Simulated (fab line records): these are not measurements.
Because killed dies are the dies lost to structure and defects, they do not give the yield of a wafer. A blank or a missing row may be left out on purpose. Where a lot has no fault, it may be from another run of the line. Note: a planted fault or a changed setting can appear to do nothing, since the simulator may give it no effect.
fab line records + flow n5_finfet
[record]
- lots = 11
- wafers = 30
- last_day = 17
route steps=1938 shown BEOL_M4@1111 BEOL_M15@1821 MIM_TOP_ETCH@1853 TV_LITHO@1885 PAD_METAL@1896 PASSIVATION@1936
lots untouched by any fault: they come from a run of this same line in which no faults occurred
start_h: hours from the record's first day to the start of the lot's first wafer shown + wait_h: how many hours have passed since the lot's step before this one + " as in the row above + L1.1+2: a single row standing in for several wafers + - no value, or no start was given + * or withheld: withheld + < > ~ a bound
route shown NAME@n: names a module that has steps shown in the file, with the first one's number in the route + usual: mean/standard deviation taken from wafers without a fault + same: alike in all rows + chamber/n: place in a boat + sites: each site's reading + _std_site: how widely they spread, as a standard deviation + _edge_site: outer sites' mean less inner sites' + radius_mm: for every site, how far away it sits from the centre of the wafer + mask NAME#n: copy n + behind: the last tool/chamber to shape the wafer + hold: reason for holding the lot/hours on hold/outcome of the hold + device: which transistor (n, p or np) failed to switch + end of line: the route-end tests of the same wafers + step lacking rows: just its recipe + killed: dies that structure and defects cost at the first sort, which is not the same as the wafer's yield + map: the dies of a wafer, with x for killed, . for not killed, _ for no die there
set.NAME: the setting the step ran with; set.NAME@STEP: the setting that earlier step ran with + model.NAME: the simulator's own value behind a step, which no gauge read
the route's steps for a sample of lots (tables are steps, rows are wafers)
services: the hour from which a tool's chamber was out of use, counted from the record's first day as start_h (under 0 if before that day), plus the number of hours and why
[[steps]]
[step N5_BEOL_M4_RC_MEAS_101]
[usual]
- DIBL_N = 35.8/1.8
- DIBL_P = 35.6/2
- IOFF_N = 0.148/0.028
- IOFF_P = 0.20/0.034
- ION_N = 672/12
- ION_P = 462/8.5
- SS_N = 71.2/0.65
- SS_P = 73.1/0.67
- VT_N = 251/3.3
- VT_P = -251/3.8
| lot.wafer | tool      | chamber | start_h | wait_h | DIBL_N[mV/V] | DIBL_P[mV/V] | IOFF_N[nA/um] | IOFF_P[nA/um] | ION_N[uA/um] | ION_P[uA/um] | SS_N[mV/dec] | SS_P[mV/dec] | VT_N[mV] | VT_P[mV] |
|-----------|-----------|---------|---------|--------|--------------|--------------|---------------|---------------|--------------|--------------|--------------|--------------|----------|----------|
| L809.1    | prober-02 | 0       | 159.17  | 0.0    | 34.6         | 35.2         | 0.150         | 0.16          | 674          | 449          | 71.1         | 72.6         | 252      | -258     |
| L809.3    | "         | 0       | "       | "      | 32.9         | 34.3         | 0.119         | 0.15          | 660          | 454          | 70.7         | 72.5         | 253      | -257     |
| L809.6    | "         | 0       | "       | "      | 34.0         | 36.4         | 0.145         | 0.17          | 677          | 459          | 71.5         | 73.4         | 251      | -255     |
| L811.1    | prober-01 | 0       | 168.26  | 0.0    | 35.3         | 35.9         | 0.161         | 0.22          | 685          | 471          | 71.8         | 73.3         | 252      | -248     |
| L811.4    | "         | 0       | "       | "      | 34.6         | 34.8         | 0.154         | 0.20          | 675          | 462          | 71.3         | 73.1         | 250      | -248     |
| L811.6    | "         | 0       | "       | "      | 35.5         | 35.3         | 0.159         | 0.22          | 682          | 471          | 72.4         | 72.5         | 252      | -248     |
| L810.1    | prober-01 | 0       | 170.97  | 0.0    | 37.7         | 38.6         | 0.156         | 0.22          | 647          | 451          | 72.1         | 73.9         | 252      | -247     |
| L810.3    | "         | 0       | "       | "      | 36.9         | 36.7         | 0.151         | 0.20          | 672          | 461          | 70.9         | 72.5         | 252      | -248     |
| L810.6    | "         | 0       | "       | "      | 36.8         | 37.4         | 0.145         | 0.21          | 674          | 464          | 70.4         | 73.5         | 250      | -248     |
| L812.2    | prober-01 | 0       | 192.61  | 0.2    | 36.3         | 34.1         | 0.138         | 0.20          | 662          | 464          | 71.5         | 73.2         | 253      | -248     |
| L812.3    | "         | 0       | "       | "      | 36.9         | 34.5         | 0.141         | 0.21          | 675          | 469          | 70.9         | 73.8         | 253      | -248     |
| L812.5    | "         | 0       | "       | "      | 38.3         | 36.7         | 0.175         | 0.24          | 677          | 468          | 71.1         | 73.7         | 247      | -248     |
| L814.2    | prober-01 | 0       | 196.57  | 0.2    | 37.6         | 36.9         | 0.169         | 0.20          | 693          | 465          | 71.9         | 73.8         | 245      | -252     |
| L814.4    | "         | 0       | "       | "      | 37.9         | 37.5         | 0.162         | 0.22          | 684          | 461          | 71.7         | 74.0         | 247      | -249     |
| L814.6    | "         | 0       | "       | "      | 36.8         | 35.5         | 0.147         | 0.18          | 675          | 462          | 71.4         | 72.9         | 251      | -254     |
| L813.2    | prober-01 | 0       | 199.39  | 0.2    | 35.4         | 38.2         | 0.152         | 0.20          | 674          | 463          | 71.5         | 72.6         | 252      | -254     |
| L813.5    | "         | 0       | "       | "      | 36.7         | 37.9         | 0.165         | 0.19          | 671          | 461          | 71.0         | 73.1         | 250      | -256     |
| L818.2    | prober-02 | 0       | 218.26  | 0.2    | 34.6         | 34.3         | 0.121         | 0.19          | 663          | 457          | 70.1         | 73.5         | 253      | -249     |
| L818.4    | "         | 0       | "       | "      | 35.2         | 34.7         | 0.137         | 0.19          | 677          | 468          | 70.8         | 72.4         | 250      | -249     |
| L821.2    | prober-01 | 0       | 242.30  | 0.2    | 34.6         | 35.0         | 0.145         | 0.18          | 681          | 462          | 71.2         | 72.8         | 251      | -250     |
| L821.4    | "         | 0       | "       | "      | 34.9         | 35.4         | 0.152         | 0.20          | 679          | 460          | 71.2         | 73.0         | 250      | -249     |
| L827.1    | prober-01 | 0       | 267.31  | 0.0    | 38.5         | 39.8         | 0.191         | 0.25          | 679          | 463          | 72.1         | 73.7         | 248      | -248     |
| L827.2    | "         | 0       | "       | "      | 35.8         | 34.5         | 0.137         | 0.17          | 663          | 454          | 71.6         | 73.0         | 252      | -252     |
| L827.4    | "         | 0       | "       | "      | 35.6         | 36.1         | 0.146         | 0.18          | 683          | 466          | 71.5         | 73.1         | 251      | -255     |
| L830.1    | prober-01 | 0       | 290.31  | 0.0    | 38.6         | 41.2         | 0.200         | 0.27          | 678          | 464          | 72.5         | 74.2         | 245      | -247     |
| L830.2    | "         | 0       | "       | "      | 37.8         | 39.5         | 0.181         | 0.24          | 684          | 462          | 71.2         | 73.9         | 247      | -249     |
| L830.6    | "         | 0       | "       | "      | 38.0         | 39.9         | 0.183         | 0.25          | 682          | 472          | 72.0         | 74.1         | 250      | -247     |
| L831.1    | prober-02 | 0       | 306.87  | 0.0    | 35.8         | 35.0         | 0.147         | 0.19          | 677          | 463          | 71.3         | 72.4         | 250      | -248     |
| L831.2    | "         | 0       | "       | "      | 38.4         | 37.4         | 0.197         | 0.24          | 691          | 478          | 71.6         | 72.5         | 246      | -247     |
| L831.5    | "         | 0       | "       | "      | 35.3         | 33.1         | 0.138         | 0.18          | 682          | 464          | 71.0         | 71.9         | 254      | -250     |
[step N5_BEOL_M15_SPUTTER_45]
[recipe]
- material = Cu
- target_thk_a = 1000
- temp_c = -20
- bias_v = 60
- power_w = 26000
- chamber_pressure_pa = 0.13
- time_s = 16.67
[usual]
- throttle_valve_pct = 30.3/1.1
| lot.wafer | tool           | chamber | start_h | wait_h | throttle_valve_pct |
|-----------|----------------|---------|---------|--------|--------------------|
| L809.1    | pvd_sputter-03 | -       | 238.57  | 0.0    | 29.1               |
| L809.3    | "              | -       | "       | "      | 28.3               |
| L809.6    | "              | -       | "       | "      | 28.1               |
| L811.1    | pvd_sputter-01 | -       | 247.11  | 0.0    | 31.5               |
| L811.4    | "              | -       | "       | "      | 31.0               |
| L811.6    | "              | -       | "       | "      | 29.6               |
| L810.1    | pvd_sputter-01 | -       | 250.10  | 0.0    | 31.1               |
| L810.3    | "              | -       | "       | "      | 31.6               |
| L810.6    | "              | -       | "       | "      | 29.5               |
| L812.2    | pvd_sputter-02 | -       | 273.12  | 0.0    | 29.6               |
| L812.3    | "              | -       | "       | "      | 30.7               |
| L812.5    | "              | -       | "       | "      | 29.3               |
| L814.2    | pvd_sputter-02 | -       | 278.29  | 0.0    | 31.4               |
| L814.4    | "              | -       | "       | "      | 28.8               |
| L814.6    | "              | -       | "       | "      | 30.4               |
| L813.2    | pvd_sputter-02 | -       | 290.27  | 0.0    | 31.5               |
| L813.5    | "              | -       | "       | "      | 29.7               |
| L818.2    | pvd_sputter-02 | -       | 307.26  | 0.0    | 29.9               |
| L818.4    | "              | -       | "       | "      | 31.4               |
| L821.2    | pvd_sputter-02 | -       | 326.69  | 0.0    | 29.9               |
| L821.4    | "              | -       | "       | "      | 30.3               |
| L827.1    | pvd_sputter-01 | -       | 358.65  | 0.0    | 29.8               |
| L827.2    | "              | -       | "       | "      | 31.7               |
| L827.4    | "              | -       | "       | "      | 31.2               |
| L830.1    | pvd_sputter-03 | -       | 370.97  | 0.0    | 28.5               |
| L830.2    | "              | -       | "       | "      | 31.8               |
| L830.6    | "              | -       | "       | "      | 31.7               |
| L831.1    | pvd_sputter-02 | -       | 388.87  | 0.0    | 31.6               |
| L831.2    | "              | -       | "       | "      | 30.3               |
| L831.5    | "              | -       | "       | "      | 29.3               |
[step N5_MIM_TOP_ETCH_PECVD_03]
[recipe]
- material = SiNx
- target_thk_a = 200
- temp_c = 400
- precursor = SiH4/NH3/N2
- pressure_torr = 1.5
- rf_w = 300
- time_s = 17.6
[usual]
- heater_power_w = 760/78
- showerhead_plenum_p_Torr = 5.16/0.06
- throttle_valve_pct = 40.1/2.3
| lot.wafer | tool     | chamber | start_h | wait_h | heater_power_w | showerhead_plenum_p_Torr | throttle_valve_pct |
|-----------|----------|---------|---------|--------|----------------|--------------------------|--------------------|
| L809.1    | pecvd-04 | 0       | 242.83  | -      | 776            | 5.08                     | 39.6               |
| L809.3    | "        | 2       | "       | "      | 821            | 5.26                     | 35.4               |
| L809.6    | "        | 0       | "       | "      | 751            | 5.08                     | 39.6               |
| L811.1    | pecvd-02 | 2       | 252.39  | -      | 765            | 5.18                     | 39.0               |
| L811.4    | "        | 2       | "       | "      | 762            | 5.17                     | 38.9               |
| L811.6    | "        | 0       | "       | "      | 876            | 5.15                     | 42.9               |
| L810.1    | pecvd-02 | 2       | 255.55  | -      | 741            | 5.18                     | 38.8               |
| L810.3    | "        | 1       | "       | "      | 784            | 5.13                     | 40.4               |
| L810.6    | "        | 0       | "       | "      | 820            | 5.16                     | 42.9               |
| L812.2    | pecvd-03 | 0       | 279.89  | -      | 711            | 5.13                     | 40.7               |
| L812.3    | "        | 2       | "       | "      | 576            | 5.11                     | 37.8               |
| L812.5    | "        | 1       | "       | "      | 867            | 5.26                     | 41.3               |
| L814.2    | pecvd-03 | 1       | 283.56  | -      | 852            | 5.27                     | 41.5               |
| L814.4    | "        | 0       | "       | "      | 718            | 5.13                     | 40.8               |
| L814.6    | "        | 2       | "       | "      | 628            | 5.10                     | 37.5               |
| L813.2    | pecvd-02 | 1       | 296.02  | -      | 816            | 5.13                     | 40.5               |
| L813.5    | "        | 0       | "       | "      | 874            | 5.15                     | 42.9               |
| L818.2    | pecvd-02 | 0       | 311.67  | -      | 768            | 5.16                     | 42.6               |
| L818.4    | "        | 0       | "       | "      | 761            | 5.16                     | 42.9               |
| L821.2    | pecvd-04 | 0       | 332.47  | -      | 676            | 5.07                     | 39.8               |
| L821.4    | "        | 0       | "       | "      | 702            | 5.07                     | 39.6               |
| L827.1    | pecvd-03 | 2       | 365.03  | -      | 602            | 5.13                     | 37.8               |
| L827.2    | "        | 0       | "       | "      | 692            | 5.12                     | 40.5               |
| L827.4    | "        | 1       | "       | "      | 856            | 5.27                     | 41.1               |
| L830.1    | pecvd-02 | 2       | 377.40  | -      | 781            | 5.18                     | 39.1               |
| L830.2    | "        | 1       | "       | "      | 822            | 5.14                     | 40.8               |
| L830.6    | "        | 0       | "       | "      | 886            | 5.15                     | 43.0               |
| L831.1    | pecvd-03 | 2       | 395.45  | -      | 709            | 5.12                     | 38.2               |
| L831.2    | "        | 0       | "       | "      | 703            | 5.13                     | 40.6               |
| L831.5    | "        | 0       | "       | "      | 679            | 5.11                     | 40.6               |
[step N5_PASSIVATION_INSPECT_61]
[recipe]
- mode = adi
- inspect_instrument = macro
[usual]
- raw_defect_count = 2.0/1.5
| lot.wafer | tool              | chamber | start_h | wait_h | raw_defect_count |
|-----------|-------------------|---------|---------|--------|------------------|
| L809.1    | defect_inspect-01 | -       | 246.21  | 0.0    | 0                |
| L809.3    | "                 | -       | "       | "      | 1                |
| L809.6    | "                 | -       | "       | "      | 3                |
| L811.1    | defect_inspect-01 | -       | 254.30  | 0.0    | 1                |
| L811.4    | "                 | -       | "       | "      | 5                |
| L811.6    | "                 | -       | "       | "      | 3                |
| L810.1    | defect_inspect-02 | -       | 257.57  | 0.0    | 3                |
| L810.3    | "                 | -       | "       | "      | 3                |
| L810.6    | "                 | -       | "       | "      | 2                |
| L812.2    | defect_inspect-01 | -       | 282.23  | 0.0    | 0                |
| L812.3    | "                 | -       | "       | "      | 5                |
| L812.5    | "                 | -       | "       | "      | 1                |
| L814.2    | defect_inspect-02 | -       | 285.89  | 0.0    | 2                |
| L814.4    | "                 | -       | "       | "      | 1                |
| L814.6    | "                 | -       | "       | "      | 1                |
| L813.2    | defect_inspect-01 | -       | 301.01  | 0.0    | 2                |
| L813.5    | "                 | -       | "       | "      | 2                |
| L818.2    | defect_inspect-01 | -       | 313.86  | 0.0    | 2                |
| L818.4    | "                 | -       | "       | "      | 1                |
| L821.2    | defect_inspect-02 | -       | 336.38  | 0.0    | 7                |
| L821.4    | "                 | -       | "       | "      | 2                |
| L827.1    | defect_inspect-01 | -       | 366.81  | 0.0    | 0                |
| L827.2    | "                 | -       | "       | "      | 2                |
| L827.4    | "                 | -       | "       | "      | 2                |
| L830.1    | defect_inspect-01 | -       | 379.46  | 0.0    | 4                |
| L830.2    | "                 | -       | "       | "      | 4                |
| L830.6    | "                 | -       | "       | "      | 1                |
| L831.1    | defect_inspect-01 | -       | 397.49  | 0.0    | 5                |
| L831.2    | "                 | -       | "       | "      | 2                |
| L831.5    | "                 | -       | "       | "      | 1                |
[step N5_PASSIVATION_AL_DEP_21]
[recipe]
- material = Al
- target_thk_a = 28000
- temp_c = 400
- time_s = 170
- power_w = 30000
- chamber_pressure_pa = 0.4
- gas = Ar
[usual]
- throttle_valve_pct = 30.3/1
| lot.wafer | tool           | chamber | start_h | wait_h | throttle_valve_pct |
|-----------|----------------|---------|---------|--------|--------------------|
| L809.1    | pvd_sputter-03 | -       | 247.46  | 0.1    | 28.4               |
| L809.3    | "              | -       | "       | "      | 31.8               |
| L809.6    | "              | -       | "       | "      | 31.9               |
| L811.1    | pvd_sputter-02 | -       | 255.50  | 0.1    | 30.4               |
| L811.4    | "              | -       | "       | "      | 28.9               |
| L811.6    | "              | -       | "       | "      | 31.5               |
| L810.1    | pvd_sputter-02 | -       | 258.83  | 0.1    | 30.2               |
| L810.3    | "              | -       | "       | "      | 31.5               |
| L810.6    | "              | -       | "       | "      | 29.1               |
| L812.2    | pvd_sputter-02 | -       | 283.21  | 0.1    | 31.4               |
| L812.3    | "              | -       | "       | "      | 29.0               |
| L812.5    | "              | -       | "       | "      | 30.1               |
| L814.2    | pvd_sputter-01 | -       | 286.93  | 0.1    | 31.6               |
| L814.4    | "              | -       | "       | "      | 30.7               |
| L814.6    | "              | -       | "       | "      | 31.1               |
| L813.2    | pvd_sputter-02 | -       | 301.93  | 0.1    | 31.6               |
| L813.5    | "              | -       | "       | "      | 31.3               |
| L818.2    | pvd_sputter-03 | -       | 315.71  | 0.1    | 28.4               |
| L818.4    | "              | -       | "       | "      | 31.7               |
| L821.2    | pvd_sputter-02 | -       | 337.67  | 0.1    | 30.2               |
| L821.4    | "              | -       | "       | "      | 28.9               |
| L827.1    | pvd_sputter-03 | -       | 368.09  | 0.1    | 29.2               |
| L827.2    | "              | -       | "       | "      | 30.2               |
| L827.4    | "              | -       | "       | "      | 31.8               |
| L830.1    | pvd_sputter-03 | -       | 380.44  | 0.1    | 30.2               |
| L830.2    | "              | -       | "       | "      | 28.5               |
| L830.6    | "              | -       | "       | "      | 28.4               |
| L831.1    | pvd_sputter-01 | -       | 399.02  | 0.1    | 31.0               |
| L831.2    | "              | -       | "       | "      | 30.9               |
| L831.5    | "              | -       | "       | "      | 31.6               |
[step N5_PASSIVATION_PROBE_49]
[usual]
- defect_limited_yield = 91.3/1.5
- killed_at_M0_to_M3 = 34/11
- killed_at_M4_up = 14/6.1
- killed_at_contacts = 12/5.9
- killed_at_front_end = 39/11
- killed_at_other = 4/3.3
- killed_dies = 102/18
- killed_on_rim = 13/3.8
- killed_open = 67/13
- killed_short = 33/7.9
- sort_bin_5_function = 5.1/1
- sort_bin_6_memory = 3.3/0.7
- sort_n_pass = 1077/19
- sort_yield_pct = 91.3/1.6
[same]
- gross_dies = 1180
- killed_at_back_side = 0
- sort_bin_4_leakage[%] = 0
- sort_bin_8_speed[%] = 0
| lot.wafer | tool      | chamber | start_h | wait_h | defect_limited_yield[%] | killed_at_M0_to_M3 | killed_at_M4_up | killed_at_contacts | killed_at_front_end | killed_at_other | killed_dies | killed_on_rim | killed_open | killed_short | sort_bin_5_function[%] | sort_bin_6_memory[%] | sort_n_pass | sort_yield_pct[%] |
|-----------|-----------|---------|---------|--------|-------------------------|--------------------|-----------------|--------------------|---------------------|-----------------|-------------|---------------|-------------|--------------|------------------------|----------------------|-------------|-------------------|
| L813.2    | prober-01 | -       | 307.79  | 0.1    | 69.1                    | 33                 | 283             | 10                 | 34                  | 5               | 365         | 50            | 54          | 36           | 19.1                   | 11.4                 | 815         | 69.1              |
| L813.5    | prober-01 | -       | 307.94  | 0.2    | 92.2                    | 30                 | 18              | 13                 | 28                  | 3               | 92          | 13            | 59          | 29           | 5.1                    | 2.7                  | 1088        | 92.2              |
| L818.2    | prober-01 | -       | 322.07  | 0.1    | 69.2                    | 23                 | 306             | 8                  | 21                  | 5               | 363         | 55            | 46          | 26           | 20.5                   | 10.1                 | 817         | 69.2              |
| L818.4    | prober-01 | -       | 322.17  | 0.2    | 91.1                    | 33                 | 11              | 17                 | 44                  | 0               | 105         | 6             | 67          | 37           | 5.2                    | 3.6                  | 1075        | 91.1              |
| L821.2    | prober-02 | -       | 343.07  | 0.1    | 68.9                    | 37                 | 283             | 20                 | 27                  | 0               | 367         | 49            | 72          | 28           | 20.0                   | 10.9                 | 813         | 68.9              |
| L821.4    | prober-02 | -       | 343.17  | 0.2    | 89.7                    | 54                 | 17              | 14                 | 35                  | 2               | 122         | 12            | 73          | 46           | 5.5                    | 4.3                  | 1058        | 89.7              |
// killed by level:class
L813.2 BEOL_M15:interface_void_opened=273 FIN_SAQP:geometric_particle:open=12 BEOL_M3:geometric_particle:short=11 MOL_CONTACT_COAG:geometric_particle:open=10 BEOL_M0_SAQP:geometric_particle:open=10 FIN_SAQP:geometric_particle:short=6 GATE_CUT:geometric_particle:short=6 BEOL_M0_SAQP:geometric_particle:short=4
L813.5 MOL_CONTACT_COAG:geometric_particle:open=11 BEOL_M4:geometric_particle:open=11 BEOL_M0_SAQP:geometric_particle:open=9 BEOL_M3:geometric_particle:open=7 FIN_SAQP:geometric_particle:short=5 STARTING-WAFER:geometric_particle:short=5 FIN_SAQP:geometric_particle:open=4 STI_FIN_REVEAL:geometric_particle:open=4
L818.2 BEOL_M15:interface_void_opened=289 FIN_SAQP:geometric_particle:open=7 MOL_CONTACT_COAG:geometric_particle:open=6 BEOL_M0_SAQP:geometric_particle:short=5 BEOL_M3:geometric_particle:open=5 BEOL_M0_SAQP:geometric_particle:open=4 BEOL_M2:geometric_particle:open=4 BEOL_M4:geometric_particle:short=4
L818.4 MOL_CONTACT_COAG:geometric_particle:open=14 GATE_CUT:geometric_particle:short=11 BEOL_M0_SAQP:geometric_particle:open=9 BEOL_M0_SAQP:geometric_particle:short=8 BEOL_M3:geometric_particle:open=7 STI_FIN_REVEAL:geometric_particle:open=6 GATE_CUT:geometric_particle:open=6 FIN_SAQP:geometric_particle:short=5
L821.2 BEOL_M15:interface_void_opened=266 MOL_CONTACT_COAG:geometric_particle:open=18 STI_FIN_REVEAL:geometric_particle:open=10 BEOL_M0_SAQP:geometric_particle:short=7 BEOL_M0_SAQP:geometric_particle:open=6 FIN_SAQP:geometric_particle:open=5 BEOL_M1:geometric_particle:open=5 BEOL_M3:geometric_particle:open=5
L821.4 BEOL_M0_SAQP:geometric_particle:short=14 MOL_CONTACT_COAG:geometric_particle:open=12 BEOL_M0_SAQP:geometric_particle:open=10 BEOL_M1:geometric_particle:open=8 BEOL_M3:geometric_particle:open=7 FIN_SAQP:geometric_particle:short=6 FIN_SAQP:geometric_particle:open=6 BEOL_M4:geometric_particle:open=6
[[services]]
| tool           | chamber | start_h | hours | kind                          |
|----------------|---------|---------|-------|-------------------------------|
| pecvd-03       | 2       | 270.65  | 2.1   | repair                        |
| pecvd-03       | 1       | 288.67  | 5.5   | scheduled_down                |
| pvd_sputter-01 | -       | 290.79  | 0.8   | repair                        |
| pvd_sputter-01 | -       | 294.87  | 7.9   | repair                        |
| pecvd-03       | 0       | 303.45  | 5.0   | repair                        |
| pecvd-02       | -       | 303.54  | 3.5   | repair                        |
| pvd_sputter-02 | -       | 330.33  | 4.9   | repair                        |
| pecvd-04       | 1       | 377.36  | 3.4   | repair                        |
| pecvd-02       | -       | 381.79  | 0.9   | repair                        |
| pecvd-03       | 1       | 383.62  | -     | clean                         |
| pecvd-03       | 1       | 383.62  | -     | consumable_replace:showerhead |
| pecvd-03       | -       | 385.07  | 1.3   | repair                        |
[[key]]
[first_sign]
- step = N5_PASSIVATION_PROBE_49
- reading = killed_at_M4_up
- direction = up
- sigmas = 45
- usual = 14
- struck = 291
[effect]
- step = N5_PASSIVATION_PROBE_49
- reading = defect_limited_yield
- direction = down
- sigmas = 15
- usual = 91.3
- struck = 69.1
[more_kills_born_at]
- N5_BEOL_M15_SPUTTER_45@pvd_sputter-02 = 828
met_at N5_BEOL_M15_SPUTTER_45
struck_lots L813,L818,L821
struck_wafers L813.2,L818.2,L821.2
not_acting_at N5_MIM_TOP_ETCH_PECVD_03,N5_PASSIVATION_INSPECT_61,N5_PASSIVATION_AL_DEP_21
onset_between 278.29 290.27
[fault]
- kind = process_parameter_drift
- tool = pvd_sputter-02
- chamber = -
- onset_h = 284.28
- steps = N5_BEOL_M15_SPUTTER_45
- channel = time_s
- offset = *
- shape = step
- end_h = 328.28
- scope = struck_wafers_only
- acts_in = *
- stated = *
